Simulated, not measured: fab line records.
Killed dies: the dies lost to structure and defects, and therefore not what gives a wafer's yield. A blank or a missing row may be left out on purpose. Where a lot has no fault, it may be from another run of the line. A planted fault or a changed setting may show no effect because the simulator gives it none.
Lot-split experiment :: flow n5Finfet :: 21 wafers read from 7 lots, route of 1938 steps

== ABOUT THE SPLIT ==
At N5_SD_EPI_N_ETCH_16 (etches SiO2 in CHF3/O2, target depth 5 nm), the setting targetDepthA was moved away from the recipe's 50 angstrom on 9 of the 21 wafers read, by -11.9% to -9.3%. All remaining wafers had this setting at the recipe value.

The reading is taken at the split's own step.

== THE READING ==
etch.depthNm (the simulator's own value, which no gauge read), in nm, at N5_SD_EPI_N_ETCH_16 (etches SiO2 in CHF3/O2, target depth 5 nm). No usual value for it is given in the file. Average 4.960 nm, standard deviation 0.068 nm, over the 12 wafers here run with the recipe.

wafer: L076.1
tool, chamber at the split: rieDiel-04, 2
targetDepthA as run, angstrom: 50
against the recipe: recipe
etch.depthNm, nm: 5.01
against lot-mates on the recipe: -

wafer: L076.4
tool, chamber at the split: rieDiel-04, 1
targetDepthA as run, angstrom: 44.65
against the recipe: -10.7%
etch.depthNm, nm: 4.507
against lot-mates on the recipe: -0.503

wafer: L076.6
tool, chamber at the split: rieDiel-04, 2
targetDepthA as run, angstrom: 44.65
against the recipe: -10.7%
etch.depthNm, nm: 4.486
against lot-mates on the recipe: -0.524

wafer: L079.2
tool, chamber at the split: rieDiel-05, 0
targetDepthA as run, angstrom: 45.37
against the recipe: -9.3%
etch.depthNm, nm: 4.499
against lot-mates on the recipe: no lot-mate on the recipe

wafer: L079.3
tool, chamber at the split: rieDiel-05, 2
targetDepthA as run, angstrom: 45.37
against the recipe: -9.3%
etch.depthNm, nm: 4.533
against lot-mates on the recipe: no lot-mate on the recipe

wafer: L079.6
tool, chamber at the split: rieDiel-05, 2
targetDepthA as run, angstrom: 45.37
against the recipe: -9.3%
etch.depthNm, nm: 4.529
against lot-mates on the recipe: no lot-mate on the recipe

wafer: L081.3
tool, chamber at the split: rieDiel-03, 3
targetDepthA as run, angstrom: 50
against the recipe: recipe
etch.depthNm, nm: 4.961
against lot-mates on the recipe: -

wafer: L081.4
tool, chamber at the split: rieDiel-03, 0
targetDepthA as run, angstrom: 45.14
against the recipe: -9.7%
etch.depthNm, nm: 4.444
against lot-mates on the recipe: -0.517

wafer: L081.5
tool, chamber at the split: rieDiel-03, 2
targetDepthA as run, angstrom: 45.14
against the recipe: -9.7%
etch.depthNm, nm: 4.425
against lot-mates on the recipe: -0.536

wafer: L083.1
tool, chamber at the split: rieDiel-05, 3
targetDepthA as run, angstrom: 50
against the recipe: recipe
etch.depthNm, nm: 4.973
against lot-mates on the recipe: -

wafer: L083.3
tool, chamber at the split: rieDiel-05, 0
targetDepthA as run, angstrom: 50
against the recipe: recipe
etch.depthNm, nm: 4.933
against lot-mates on the recipe: -

wafer: L083.6
tool, chamber at the split: rieDiel-05, 3
targetDepthA as run, angstrom: 50
against the recipe: recipe
etch.depthNm, nm: 4.963
against lot-mates on the recipe: -

wafer: L086.1
tool, chamber at the split: rieDiel-03, 0
targetDepthA as run, angstrom: 50
against the recipe: recipe
etch.depthNm, nm: 4.811
against lot-mates on the recipe: -

wafer: L086.2
tool, chamber at the split: rieDiel-03, 2
targetDepthA as run, angstrom: 44.05
against the recipe: -11.9%
etch.depthNm, nm: 4.252
against lot-mates on the recipe: -0.559

wafer: L086.3
tool, chamber at the split: rieDiel-03, 1
targetDepthA as run, angstrom: 44.05
against the recipe: -11.9%
etch.depthNm, nm: 4.416
against lot-mates on the recipe: -0.395

wafer: L088.4
tool, chamber at the split: rieDiel-03, 1
targetDepthA as run, angstrom: 50
against the recipe: recipe
etch.depthNm, nm: 5.071
against lot-mates on the recipe: -

wafer: L088.5
tool, chamber at the split: rieDiel-03, 3
targetDepthA as run, angstrom: 50
against the recipe: recipe
etch.depthNm, nm: 4.953
against lot-mates on the recipe: -

wafer: L088.6
tool, chamber at the split: rieDiel-03, 0
targetDepthA as run, angstrom: 50
against the recipe: recipe
etch.depthNm, nm: 4.869
against lot-mates on the recipe: -

wafer: L089.1
tool, chamber at the split: rieDiel-05, 1
targetDepthA as run, angstrom: 50
against the recipe: recipe
etch.depthNm, nm: 4.924
against lot-mates on the recipe: -

wafer: L089.2
tool, chamber at the split: rieDiel-05, 3
targetDepthA as run, angstrom: 50
against the recipe: recipe
etch.depthNm, nm: 5.035
against lot-mates on the recipe: -

wafer: L089.6
tool, chamber at the split: rieDiel-05, 3
targetDepthA as run, angstrom: 50
against the recipe: recipe
etch.depthNm, nm: 5.013
against lot-mates on the recipe: -

THE FIT
A straight line over all 21 wafers: etch.depthNm changes by +0.0493 nm for each +1% of targetDepthA; r = +0.97; the points scatter about the line by 0.068 nm.
The same after taking each lot's own level away (the mean of its wafers on the recipe; 18 wafers): +0.0462 nm for each +1%; r = +0.97; scatter 0.064 nm.
According to that fit, moving targetDepthA by its largest amount changes the reading by 0.55 nm.
The lots' own levels span 4.8110 to 5.0100 nm, that is 2.9 times the standard deviation above.
The two slopes agree, so the slope changes little with the lot-to-lot level.
Check: -0.551 nm against its lot-mates is what the line predicts for one of the wafers moved furthest among these (-11.9%) when that wafer is left out of the fit. Against them it came out at -0.559 nm.

== FURTHER SPLITS ON THESE WAFERS ==
These wafers also went through other splits before the reading. Each is held against what the fit with the lots' levels taken away leaves over:
other split on the same wafers: N5_PMOS_HMC_CHANNEL_EPI_ETCH_32 biasW
wafers away from the commonest value: 4
r with etch.depthNm (lot level and that fit taken away): +0.00

other split on the same wafers: N5_FIN_SAQP_HM_DEP_03 timeS
wafers away from the commonest value: 3
r with etch.depthNm (lot level and that fit taken away): +0.12

other split on the same wafers: N5_FIN_SAQP_PECVD_47 timeS
wafers away from the commonest value: 3
r with etch.depthNm (lot level and that fit taken away): +0.10

other split on the same wafers: N5_DUMMY_GATE_HM_DEP_06 timeS
wafers away from the commonest value: 12
r with etch.depthNm (lot level and that fit taken away): +0.04

other split on the same wafers: N5_DUMMY_GATE_COAT_34 spinRpm
wafers away from the commonest value: 9
r with etch.depthNm (lot level and that fit taken away): +0.35

== THE FILE'S OWN FIT ==
etch.depthNm changes by +0.0465 nm for each +1% of targetDepthA, r = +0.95.
